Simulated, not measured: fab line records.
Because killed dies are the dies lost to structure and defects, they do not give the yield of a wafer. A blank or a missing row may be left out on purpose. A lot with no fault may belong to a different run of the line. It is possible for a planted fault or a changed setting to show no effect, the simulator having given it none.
fab line records	flow n5-finfet
record: lots: 7	wafers: 21
route steps=1938 shown BEOL_M1@794 BEOL_M2@890 BEOL_M3@950 BEOL_M4@1059 BEOL_M5@1120 BEOL_M6@1211 BEOL_M8@1368
start-h: the number of hours between the record's first day and the start of the first shown wafer of the lot	wait-h: time in hours since the lot's previous step	" identical to the entry in the row above	L1.1+2: several wafers, shown together as one row	- no value present, or no start provided	* or withheld: withheld	< > ~ a bound
route shown NAME@n: NAME is a module with steps in the file, n the number in the route of the first one	usual: average and standard deviation across the fault-free wafers	same: alike in all rows	chamber/n: place in a boat	sites: each site's reading	_std_site: how widely they spread, as a standard deviation	_edge_site: the outer-site mean with the inner-site mean subtracted	radius-mm: how far each site lies from the wafer's centre	mask NAME#n: copy n	behind: the last tool/chamber to shape the wafer	hold: what put the lot on hold/how long, in hours/how the hold closed	device: whichever transistor did not switch (one of n, p or np)	end of line: the tests these same wafers got at the end of their route	step lacking rows: just its recipe	killed: count of dies lost to structure and defects at first sort (not the wafer's yield)	map: the dies of a wafer, with x for killed, . for not killed, _ for no die there
set.NAME: the setting that was run; set.NAME@STEP: the one run at that earlier step	model.NAME: the simulator's own value behind a step, which no gauge read
one table per step and one row per wafer, for lots whose settings were changed on purpose
== steps ==
step: N5_BEOL_M1_ETCH_70
recipe: chemistry: N2/H2	target: SOC	target-depth-a: 800	overetch-a: 160	mask-material: SiARC	temp-c: 40	time-s: 120	ion-energy-ev: 200	pressure-mtorr: 30	source-w: 840	bias-w: 150	n2-flow-sccm: 200	h2-flow-sccm: 200
lot.wafer	tool	chamber	start-h	wait-h	set.time-s	model.SiARC_of_BEOL_M1_COAT_68.thk-nm
L074.2	rie-diel-06	0	131.52	0.0	120	6.6
L074.3+5	"	3	"	"	120	6.4
L076.3	rie-diel-01	1	143.92	0.0	120	6.2
L076.4+6	"	3,2	"	"	120	6.4
L080.2	rie-diel-06	1	161.80	0.0	141.3	5.8
L080.4	"	3	"	"	120	6.2
L080.6	"	0	"	"	141.3	5.6
L082.1	rie-diel-01	1	166.65	0.0	120	6.2
L082.2+5	"	3,1	"	"	104.2	7
L083.2+4	rie-diel-05	3	175.37	0.0	120	6.4
L083.6	"	1	"	"	129.2	6.2
L089.3	rie-diel-01	0	252.89	0.0	131.6	5.6
L089.4	"	0	"	"	120	6.2
L089.5	"	3	"	"	131.6	5.8
L087.2+6	rie-diel-06	3,0	256.40	0.0	120	6.4
L087.4	"	2	"	"	120	6.2
step: N5_BEOL_M1_TRENCH_ETCH_37
recipe: chemistry: C4F6/O2	target-depth-a: 552.07	target: SiOC	time-s: 29	ion-energy-ev: 250	pressure-mtorr: 30	source-w: 355	bias-w: 185	Ar_flow_sccm: 300	C4F6_flow_sccm: 10	O2_flow_sccm: 10
lot.wafer	tool	chamber	start-h	wait-h	set.time-s	model.etch.depth-nm	model.BEOL_M1.feature-depth-nm
L074.2	rie-diel-06	0	-	-	29	55.91	56
L074.3	"	3	"	"	29	56.33	56.4
L074.5	"	3	"	"	29	56.53	56.6
L076.3	rie-diel-01	1	-	-	29	55.65	55.6
L076.4	"	3	"	"	29	55.31	55.4
L076.6	"	2	"	"	29	54.84	54.8
L080.2	rie-diel-06	1	-	-	32.13	60.84	60.8
L080.4	"	3	"	"	29	56.74	56.8
L080.6	"	0	"	"	32.13	62.3	62.2
L082.1	rie-diel-01	1	-	-	31.54	60.03	60
L082.2	"	3	"	"	31.54	58.99	59
L082.5	"	1	"	"	29	54.92	55
L083.2	rie-diel-05	3	-	-	29	55.52	55.6
L083.4	"	3	"	"	29	55.71	55.8
L083.6	"	1	"	"	29	54.48	54.4
L089.3	rie-diel-01	0	-	-	29	55.66	55.6
L089.4	"	0	"	"	35.33	68.19	68.2
L089.5	"	3	"	"	35.33	67.28	67.2
L087.2	rie-diel-06	3	-	-	29	55.12	55.2
L087.4	"	2	"	"	25.63	49.82	49.8
L087.6	"	0	"	"	25.63	48.66	48.6
step: N5_BEOL_M1_ETCH_41
recipe: chemistry: CH3F/O2	target: SiCN	target-depth-a: 319	taper-deg: 2	time-s: 57.8	ion-energy-ev: 120	mask-material: TiN	pressure-mtorr: 30	source-w: 395	bias-w: 75	Ar_flow_sccm: 150	CH3F_flow_sccm: 30	O2_flow_sccm: 20
step: N5_BEOL_M1_STRIP_97
recipe: chemistry: N2/H2	time-s: 10	power-w: 450	temp-c: 40	pressure-mtorr: 20	rf-frequency-hz: 6e+07	bias-power-w: 7	n2-flow-sccm: 200	h2-flow-sccm: 200
step: N5_BEOL_M1_OCD_MEAS_38
usual: trench-depth-nm: 55.1/0.82
lot.wafer	tool	chamber	start-h	wait-h	set.time-s@BEOL_M1_TRENCH_ETCH_37	trench-depth-nm
L074.2	ocd-01	-	131.88	-	29	56.1
L074.3	"	-	"	"	29	56.6
L074.5	"	-	"	"	29	56.4
L076.3	ocd-01	-	144.27	-	29	55.8
L076.4	"	-	"	"	29	55.2
L076.6	"	-	"	"	29	55.4
L080.2	ocd-02	-	162.16	-	32.13	60.6
L080.4	"	-	"	"	29	57.0
L080.6	"	-	"	"	32.13	62.2
L082.1	ocd-01	-	167.00	-	31.54	59.7
L082.2	"	-	"	"	31.54	59.0
L082.5	"	-	"	"	29	54.9
L083.2	ocd-02	-	175.73	-	29	55.5
L083.4	"	-	"	"	29	55.6
L083.6	"	-	"	"	29	54.0
L089.3	ocd-02	-	253.25	-	29	55.6
L089.4	"	-	"	"	35.33	68.0
L089.5	"	-	"	"	35.33	67.2
L087.2	ocd-02	-	256.76	-	29	55.2
L087.4	"	-	"	"	25.63	49.6
L087.6	"	-	"	"	25.63	48.7
step: N5_BEOL_M2_TRENCH_ETCH_37
recipe: chemistry: C4F6/O2	target-depth-a: 555.55	target: SiOC	time-s: 29.2	ion-energy-ev: 250	pressure-mtorr: 30	source-w: 355	bias-w: 185	Ar_flow_sccm: 300	C4F6_flow_sccm: 10	O2_flow_sccm: 10
usual: rf-vpp-V: 673/13
lot.wafer	tool	chamber	start-h	wait-h	set.bias-w	rf-vpp-V
L074.2	rie-diel-02	2	-	-	185	681
L074.3	"	3	"	"	185	665
L074.5	"	3	"	"	185	666
L076.3	rie-diel-02	2	-	-	198.3	721
L076.4	"	3	"	"	185	666
L076.6	"	0	"	"	185	688
L080.2	rie-diel-03	2	-	-	171.7	646
L080.4	"	0	"	"	171.7	610
L080.6	"	1	"	"	171.7	627
L082.1	rie-diel-03	2	-	-	174.3	653
L082.2	"	1	"	"	185	663
L082.5	"	0	"	"	185	646
L083.2	rie-diel-02	1	-	-	185	675
L083.4	"	0	"	"	212.4	766
L083.6	"	2	"	"	185	679
L089.3	rie-diel-04	2	-	-	203.3	725
L089.4	"	1	"	"	185	658
L089.5	"	3	"	"	203.3	705
L087.2	rie-diel-02	2	-	-	185	679
L087.4	"	0	"	"	198	724
L087.6	"	0	"	"	185	686
step: N5_BEOL_M3_ETCH_64
recipe: chemistry: N2/H2	target: SOC	target-depth-a: 750	overetch-a: 150	mask-material: SiARC	temp-c: 40	time-s: 112.5	ion-energy-ev: 200	pressure-mtorr: 30	source-w: 840	bias-w: 150	n2-flow-sccm: 200	h2-flow-sccm: 200
usual: rf-vpp-V: 524.3/2.4
lot.wafer	tool	chamber	start-h	wait-h	set.bias-w	rf-vpp-V	model.SiARC_of_BEOL_M3_COAT_62.thk-nm
L074.2	rie-diel-01	1	145.20	0.0	150	526.1	6.6
L074.3	"	3	"	"	150	523.5	6.8
L074.5	"	3	"	"	150	523.1	6.8
L076.3	rie-diel-01	3	156.78	0.0	150	523.3	6.8
L076.4	"	0	"	"	150	527.0	6.8
L076.6	"	3	"	"	150	522.3	6.8
L080.2	rie-diel-01	1	180.29	0.0	150	526.3	6.8
L080.4	"	2	"	"	150	523.5	6.8
L080.6	"	2	"	"	150	524.9	6.8
L082.1	rie-diel-01	1	185.64	0.0	169.3	568.5	5.8
L082.2	"	2	"	"	169.3	564.6	6
L082.5	"	2	"	"	150	525.0	6.8
L083.2	rie-diel-01	2	193.09	0.0	150	524.7	6.8
L083.4	"	3	"	"	167.6	560.6	6
L083.6	"	2	"	"	167.6	561.0	6
L089.3	rie-diel-01	0	270.97	0.0	150	527.2	6.8
L089.4	"	0	"	"	150	525.0	6.6
L089.5	"	1	"	"	150	525.1	6.4
L087.2	rie-diel-06	1	279.39	0.0	150	522.7	7
L087.4	"	3	"	"	150	524.0	6.8
L087.6	"	3	"	"	150	523.2	6.6
step: N5_BEOL_M4_DESCUM_33
recipe: chemistry: O2	time-s: 7	source-power-w: 50	bias-power-w: 20	pressure-mtorr: 20	rf-frequency-hz: 2.712e+07	temp-c: 40	resist: CAR-EUV	o2-flow-sccm: 225
lot.wafer	tool	chamber	start-h	wait-h	set.time-s	model.CAR-EUV_of_BEOL_M4_COAT_22.thk-nm
L074.2+3+5	rie-diel-03	0,2,3	155.29	0.6	7	26
L076.3+4	rie-diel-02	3	168.64	0.3	7	26
L076.6	"	2	"	"	7	25.8
L080.2	rie-diel-03	2	194.02	0.8	8.087	25.6
L080.4	"	1	"	"	7	26
L080.6	"	3	"	"	8.087	25.4
L082.1	rie-diel-02	2	194.87	0.4	7	26
L082.2+5	"	0,2	"	"	6.279	26.4
L083.2+4+6	rie-diel-04	2,3,3	203.58	0.0	7	26
L089.3	rie-diel-03	1	285.80	0.2	7	26
L089.4+5	"	0,1	"	"	8.285	25.4
L087.2	rie-diel-02	0	296.13	0.0	7	26.2
L087.4+6	"	2,0	"	"	5.758	26.8
step: N5_BEOL_M4_ETCH_77
recipe: chemistry: N2/H2	target: underlayer	target-depth-a: 65	mask-material: CAR-EUV	time-s: 5.2	ion-energy-ev: 200	pressure-mtorr: 30	source-w: 840	bias-w: 150	n2-flow-sccm: 200	h2-flow-sccm: 200	ends: cleared
lot.wafer	tool	chamber	start-h	wait-h	set.time-s@BEOL_M4_DESCUM_33	model.CAR-EUV_of_BEOL_M4_COAT_22.thk-nm
L074.2	rie-diel-03	0	155.32	0.0	7	20.2
L074.3+5	"	2,3	"	"	7	20.4
L076.3+4	rie-diel-02	3	168.68	0.0	7	20.4
L076.6	"	2	"	"	7	20.2
L080.2+6	rie-diel-03	2,3	194.05	0.0	8.087	19.8
L080.4	"	1	"	"	7	20.4
L082.1	rie-diel-02	2	194.91	0.0	7	20.4
L082.2	"	0	"	"	6.279	20.8
L082.5	"	2	"	"	6.279	20.6
L083.2+4+6	rie-diel-04	2,3,3	203.61	0.0	7	20.2
L089.3	rie-diel-03	1	285.83	0.0	7	20.4
L089.4	"	0	"	"	8.285	19.6
L089.5	"	1	"	"	8.285	19.8
L087.2	rie-diel-02	0	296.17	0.0	7	20.6
L087.4+6	"	2,0	"	"	5.758	21
step: N5_BEOL_M4_ETCH_69
recipe: chemistry: CF4	target: SiARC	target-depth-a: 156	mask-material: CAR-EUV	time-s: 26	ion-energy-ev: 80	pressure-mtorr: 40	source-w: 545	bias-w: 36	Ar_flow_sccm: 100	cf4-flow-sccm: 100	ends: cleared
step: N5_BEOL_M4_ALD_98
recipe: material: SiO2	target-thk-a: 25	temp-c: 100	ald-precursor-family: BDEAS	ald-co-reactant: O2-plasma	pulse-time-s: 1	co-reactant-pulse-time-s: 1	purge-time-s: 2	co-reactant-purge-time-s: 2	ald-cycles: 17	pressure-torr: 2
step: N5_BEOL_M4_ETCHBACK_99
recipe: chemistry: CHF3	target: SiO2	target-depth-a: 50	time-s: 10.4	source-w: 215	bias-w: 47	Ar_flow_sccm: 200	CHF3_flow_sccm: 12	ion-energy-ev: 100	pressure-mtorr: 30
lot.wafer	tool	chamber	start-h	wait-h	set.time-s@BEOL_M4_DESCUM_33	model.CAR-EUV_of_BEOL_M4_COAT_22.thk-nm
L074.2+3+5	rie-diel-02	0,2,3	156.33	0.5	7	10.4
L076.3+4	rie-diel-03	2,1	169.75	0.9	7	10.4
L076.6	"	3	"	"	7	10.2
L080.2+6	rie-diel-02	1	194.27	0.1	8.087	10
L080.4	"	2	"	"	7	10.4
L082.1	rie-diel-02	1	197.03	1.9	7	10.4
L082.2+5	"	2,0	"	"	6.279	10.8
L083.2+4+6	rie-diel-03	0,3,1	203.83	0.1	7	10.4
L089.3	rie-diel-03	3	297.75	11.8	7	10.4
L089.4+5	"	2,0	"	"	8.285	9.8
L087.2	rie-diel-03	1	315.21	18.9	7	10.6
L087.4	"	2	"	"	5.758	11
L087.6	"	3	"	"	5.758	11.2
step: N5_BEOL_M5_COAT_05
recipe: resist: CAR-EUV	spin-rpm: 1500	resist-thk-nm: 30
lot.wafer	tool	chamber	start-h	wait-h	set.spin-rpm	model.CAR-EUV_of_BEOL_M5_COAT_05.thk-nm
L074.2+3	litho-track-03	0	-	-	1500	29.8
L074.5	"	0	"	"	1500	30
L076.3+4	litho-track-04	0	-	-	1401	31
L076.6	"	0	"	"	1500	30
L080.2	litho-track-03	0	-	-	1500	29.8
L080.4+6	"	0	"	"	1500	30
L082.1	litho-track-02	0	-	-	1620	29
L082.2	"	0	"	"	1500	30
L082.5	"	0	"	"	1620	28.8
L083.2+4+6	litho-track-04	0	-	-	1386	31.2
L089.3+5	litho-track-04	0	-	-	1562	29.4
L089.4	"	0	"	"	1500	30
L087.2+4	litho-track-02	0	-	-	1500	30
L087.6	"	0	"	"	1447	30.6
step: N5_BEOL_M5_EBR_07
recipe: solvent: PGMEA	ebr-width-mm: 1.5
step: N5_BEOL_M5_SOFTBAKE_06
recipe: temp-c: 110	time-s: 60	resist: CAR-EUV
step: N5_BEOL_M5_EXPOSE_08
recipe: mask-id: M5	na: 0.33	source-shape: annular	sigma-inner: 0.4	sigma-outer: 0.8	polarization: unpolarized	target-cd-nm: 28	dose-mj: 35.75
step: N5_BEOL_M5_PEB_09
recipe: peb-temp-c: 100	peb-time-s: 60	resist: CAR-EUV
step: N5_BEOL_M5_DEVELOP_10
recipe: develop-time-s: 30	developer: TMAH	resist: CAR-EUV	rinse-liquid: surfactant-rinse	dry: air-spin	dev-temp-c: 23
lot.wafer	tool	chamber	start-h	wait-h	set.spin-rpm@BEOL_M5_COAT_05	model.CAR-EUV_of_BEOL_M5_COAT_05.thk-nm
L074.2+3	litho-track-04	0	-	-	1500	29.4
L074.5	"	0	"	"	1500	29.6
L076.3	litho-track-02	0	-	-	1401	30.6
L076.4	"	0	"	"	1401	30.4
L076.6	"	0	"	"	1500	29.4
L080.2	litho-track-02	0	-	-	1500	29.4
L080.4+6	"	0	"	"	1500	29.6
L082.1+5	litho-track-02	0	-	-	1620	28.4
L082.2	"	0	"	"	1500	29.6
L083.2+4+6	litho-track-02	0	-	-	1386	30.8
L089.3+5	litho-track-03	0	-	-	1562	28.8
L089.4	"	0	"	"	1500	29.6
L087.2+4	litho-track-04	0	-	-	1500	29.6
L087.6	"	0	"	"	1447	30.2
step: N5_BEOL_M5_DESCUM_16
recipe: chemistry: O2	time-s: 7	source-power-w: 50	bias-power-w: 20	pressure-mtorr: 20	rf-frequency-hz: 2.712e+07	temp-c: 40	resist: CAR-EUV	o2-flow-sccm: 225
lot.wafer	tool	chamber	start-h	wait-h	set.spin-rpm@BEOL_M5_COAT_05	model.CAR-EUV_of_BEOL_M5_COAT_05.thk-nm
L074.2	rie-diel-06	3	167.21	0.0	1500	25.8
L074.3+5	"	1	"	"	1500	26
L076.3+4	rie-diel-01	2,3	176.70	0.0	1401	27
L076.6	"	0	"	"	1500	26
L080.2+4+6	rie-diel-01	3,0,1	202.07	0.6	1500	26
L082.1+5	rie-diel-05	2,1	204.23	0.0	1620	25
L082.2	"	1	"	"	1500	26
L083.2+4	rie-diel-01	2,0	211.24	0.0	1386	27.4
L083.6	"	3	"	"	1386	27.2
L089.3+5	rie-diel-06	1,0	307.63	0.0	1562	25.4
L089.4	"	0	"	"	1500	26
L087.2	rie-diel-06	3	322.20	0.0	1500	26
L087.4	"	0	"	"	1500	26.2
L087.6	"	3	"	"	1447	26.6
step: N5_BEOL_M6_ETCH_61
recipe: chemistry: CF4	target: SiARC	target-depth-a: 455	mask-material: CAR-ArF	time-s: 75.8	ion-energy-ev: 80	pressure-mtorr: 40	source-w: 545	bias-w: 36	Ar_flow_sccm: 100	cf4-flow-sccm: 100	ends: cleared
usual: rf-vpp-V: 184.3/1.3
lot.wafer	tool	chamber	start-h	wait-h	set.bias-w	rf-vpp-V
L074.2	rie-diel-02	2	179.60	0.0	36	185.2
L074.3	"	0	"	"	36	184.5
L074.5	"	2	"	"	36	185.4
L076.3	rie-diel-02	2	190.90	0.0	36	184.5
L076.4	"	2	"	"	36	183.1
L076.6	"	0	"	"	36	184.2
L080.2	rie-diel-02	2	211.67	0.0	36	184.2
L080.4	"	0	"	"	34.29	176.0
L080.6	"	1	"	"	34.29	178.6
L082.1	rie-diel-04	0	214.88	0.0	41.07	199.0
L082.2	"	1	"	"	36	184.5
L082.5	"	1	"	"	41.07	200.7
L083.2	rie-diel-03	1	221.09	0.0	36	185.2
L083.4	"	3	"	"	36	185.7
L083.6	"	2	"	"	36	183.3
L089.3	rie-diel-02	3	319.28	0.0	29.86	163.0
L089.4	"	2	"	"	36	186.0
L089.5	"	2	"	"	29.86	163.4
L087.2	rie-diel-02	0	335.38	0.0	36	180.9
L087.4	"	1	"	"	36	186.3
L087.6	"	3	"	"	36	184.8
step: N5_BEOL_M8_DESCUM_33
recipe: chemistry: O2	time-s: 7	source-power-w: 50	bias-power-w: 20	pressure-mtorr: 20	rf-frequency-hz: 2.712e+07	temp-c: 40	resist: CAR-EUV	o2-flow-sccm: 225
lot.wafer	tool	chamber	start-h	wait-h	set.time-s	model.CAR-EUV_of_BEOL_M8_COAT_22.thk-nm
L074.2	rie-diel-04	0	196.77	0.0	7	26.2
L074.3+5	"	3,2	"	"	7	26
L076.3+6	rie-diel-02	0,3	205.86	0.1	7	26.2
L076.4	"	3	"	"	7.479	26
L080.2	rie-diel-03	3	223.30	0.1	7	26
L080.4	"	3	"	"	7	26.2
L080.6	"	2	"	"	6.269	26.6
L082.1+2	rie-diel-02	1,3	226.26	0.0	7	26.2
L082.5	"	2	"	"	7.586	25.8
L083.2	rie-diel-02	3	231.66	0.0	6.09	26.6
L083.4	"	1	"	"	6.09	26.8
L083.6	"	2	"	"	7	26
L089.3+4	rie-diel-04	0	337.70	0.1	7.588	25.8
L089.5	"	1	"	"	7	26
L087.2+6	rie-diel-03	1,2	356.88	0.3	7	26
L087.4	"	3	"	"	8.318	25.2
step: N5_BEOL_M8_ETCH_72
recipe: chemistry: N2/H2	target: underlayer	target-depth-a: 65	mask-material: CAR-EUV	time-s: 5.2	ion-energy-ev: 200	pressure-mtorr: 30	source-w: 840	bias-w: 150	n2-flow-sccm: 200	h2-flow-sccm: 200	ends: cleared
lot.wafer	tool	chamber	start-h	wait-h	set.time-s@BEOL_M8_DESCUM_33	model.CAR-EUV_of_BEOL_M8_COAT_22.thk-nm
L074.2+5	rie-diel-04	0,2	196.81	0.0	7	20.4
L074.3	"	3	"	"	7	20.2
L076.3	rie-diel-02	0	205.90	0.0	7	20.6
L076.4	"	3	"	"	7.479	20.2
L076.6	"	3	"	"	7	20.4
L080.2	rie-diel-03	3	223.33	0.0	7	20.2
L080.4	"	3	"	"	7	20.4
L080.6	"	2	"	"	6.269	20.8
L082.1+2	rie-diel-02	1,3	226.29	0.0	7	20.4
L082.5	"	2	"	"	7.586	20.2
L083.2	rie-diel-02	3	231.70	0.0	6.09	20.8
L083.4	"	1	"	"	6.09	21
L083.6	"	2	"	"	7	20.4
L089.3+4	rie-diel-04	0	337.74	0.0	7.588	20
L089.5	"	1	"	"	7	20.2
L087.2	rie-diel-03	1	356.91	0.0	7	20.2
L087.4	"	3	"	"	8.318	19.6
L087.6	"	2	"	"	7	20.4
step: N5_BEOL_M8_ETCH_65
recipe: chemistry: CF4	target: SiARC	target-depth-a: 156	mask-material: CAR-EUV	time-s: 26	ion-energy-ev: 80	pressure-mtorr: 40	source-w: 545	bias-w: 36	Ar_flow_sccm: 100	cf4-flow-sccm: 100	ends: cleared
lot.wafer	tool	chamber	start-h	wait-h	set.time-s@BEOL_M8_DESCUM_33	model.CAR-EUV_of_BEOL_M8_COAT_22.thk-nm
L074.2	rie-diel-04	0	196.82	0.0	7	11.2
L074.3+5	"	3,2	"	"	7	11
L076.3	rie-diel-02	0	205.91	0.0	7	11.4
L076.4	"	3	"	"	7.479	11
L076.6	"	3	"	"	7	11.2
L080.2	rie-diel-03	3	223.35	0.0	7	11
L080.4	"	3	"	"	7	11.2
L080.6	"	2	"	"	6.269	11.6
L082.1+2	rie-diel-02	1,3	226.31	0.0	7	11.2
L082.5	"	2	"	"	7.586	10.8
L083.2	rie-diel-02	3	231.71	0.0	6.09	11.6
L083.4	"	1	"	"	6.09	11.8
L083.6	"	2	"	"	7	11.2
L089.3+4	rie-diel-04	0	337.75	0.0	7.588	10.8
L089.5	"	1	"	"	7	11
L087.2	rie-diel-03	1	356.93	0.0	7	11
L087.4	"	3	"	"	8.318	10.4
L087.6	"	2	"	"	7	11.2
step: N5_BEOL_M8_TRENCH_ETCH_37
recipe: chemistry: C4F6/O2	target-depth-a: 934.78	target: SiCOH_lowk	time-s: 31.2	ion-energy-ev: 250	pressure-mtorr: 30	source-w: 345	bias-w: 185	Ar_flow_sccm: 300	C4F6_flow_sccm: 10	O2_flow_sccm: 10
lot.wafer	tool	chamber	start-h	wait-h	set.source-w	model.BEOL_M8.feature-depth-nm
L074.2	rie-diel-04	0	-	-	345	96.4
L074.3	"	3	"	"	345	96.2
L074.5	"	2	"	"	345	93.6
L076.3	rie-diel-02	0	-	-	376.7	97.6
L076.4	"	3	"	"	376.7	96.8
L076.6	"	3	"	"	345	94
L080.2	rie-diel-03	3	-	-	345	92.4
L080.4	"	3	"	"	345	92
L080.6	"	2	"	"	345	89.8
L082.1+2	rie-diel-02	1,3	-	-	345	93.8
L082.5	"	2	"	"	375.1	102
L083.2	rie-diel-02	3	-	-	345	94
L083.4	"	1	"	"	292.4	88.8
L083.6	"	2	"	"	345	99.2
L089.3	rie-diel-04	0	-	-	345	94.2
L089.4	"	0	"	"	345	94.4
L089.5	"	1	"	"	345	94.8
L087.2	rie-diel-03	1	-	-	328.8	89
L087.4	"	3	"	"	345	93.2
L087.6	"	2	"	"	345	92.2
== key ==
split: step: N5_BEOL_M1_ETCH_70	setting: time-s	stated: 120	by: wafer
response: step: N5_BEOL_M1_ETCH_70	reading: model.SiARC_of_BEOL_M1_COAT_68.thk-nm	change: -0.0402	per: 1%	r: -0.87
split: step: N5_BEOL_M1_TRENCH_ETCH_37	setting: time-s	stated: 29	by: wafer
response: step: N5_BEOL_M1_TRENCH_ETCH_37	reading: model.etch.depth-nm	change: +0.527	per: 1%	r: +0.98
response: step: N5_BEOL_M1_TRENCH_ETCH_37	reading: model.BEOL_M1.feature-depth-nm	change: +0.527	per: 1%	r: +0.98
response: step: N5_BEOL_M1_OCD_MEAS_38	reading: trench-depth-nm	change: +0.52	per: 1%	r: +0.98
split: step: N5_BEOL_M2_TRENCH_ETCH_37	setting: bias-w	stated: 185	by: wafer
response: step: N5_BEOL_M2_TRENCH_ETCH_37	reading: rf-vpp-V	change: +5.52	per: 1%	r: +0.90
split: step: N5_BEOL_M3_ETCH_64	setting: bias-w	stated: 150	by: wafer
response: step: N5_BEOL_M3_ETCH_64	reading: rf-vpp-V	change: +3.16	per: 1%	r: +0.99
response: step: N5_BEOL_M3_ETCH_64	reading: model.SiARC_of_BEOL_M3_COAT_62.thk-nm	change: -0.0691	per: 1%	r: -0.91
split: step: N5_BEOL_M4_DESCUM_33	setting: time-s	stated: 7	by: wafer
response: step: N5_BEOL_M4_DESCUM_33	reading: model.CAR-EUV_of_BEOL_M4_COAT_22.thk-nm	change: -0.0336	per: 1%	r: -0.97
response: step: N5_BEOL_M4_ETCH_77	reading: model.CAR-EUV_of_BEOL_M4_COAT_22.thk-nm	change: -0.0324	per: 1%	r: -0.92
response: step: N5_BEOL_M4_ETCHBACK_99	reading: model.CAR-EUV_of_BEOL_M4_COAT_22.thk-nm	change: -0.0302	per: 1%	r: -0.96
split: step: N5_BEOL_M5_COAT_05	setting: spin-rpm	stated: 1500	by: wafer
response: step: N5_BEOL_M5_COAT_05	reading: model.CAR-EUV_of_BEOL_M5_COAT_05.thk-nm	change: -0.146	per: 1%	r: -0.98
response: step: N5_BEOL_M5_DEVELOP_10	reading: model.CAR-EUV_of_BEOL_M5_COAT_05.thk-nm	change: -0.163	per: 1%	r: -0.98
response: step: N5_BEOL_M5_DESCUM_16	reading: model.CAR-EUV_of_BEOL_M5_COAT_05.thk-nm	change: -0.137	per: 1%	r: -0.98
split: step: N5_BEOL_M6_ETCH_61	setting: bias-w	stated: 36	by: wafer
response: step: N5_BEOL_M6_ETCH_61	reading: rf-vpp-V	change: +1.25	per: 1%	r: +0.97
split: step: N5_BEOL_M8_DESCUM_33	setting: time-s	stated: 7	by: wafer
response: step: N5_BEOL_M8_DESCUM_33	reading: model.CAR-EUV_of_BEOL_M8_COAT_22.thk-nm	change: -0.0436	per: 1%	r: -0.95
response: step: N5_BEOL_M8_ETCH_72	reading: model.CAR-EUV_of_BEOL_M8_COAT_22.thk-nm	change: -0.037	per: 1%	r: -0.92
response: step: N5_BEOL_M8_ETCH_65	reading: model.CAR-EUV_of_BEOL_M8_COAT_22.thk-nm	change: -0.039	per: 1%	r: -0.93
split: step: N5_BEOL_M8_TRENCH_ETCH_37	setting: source-w	stated: 345	by: wafer
response: step: N5_BEOL_M8_TRENCH_ETCH_37	reading: model.BEOL_M8.feature-depth-nm	change: +0.572	per: 1%	r: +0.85
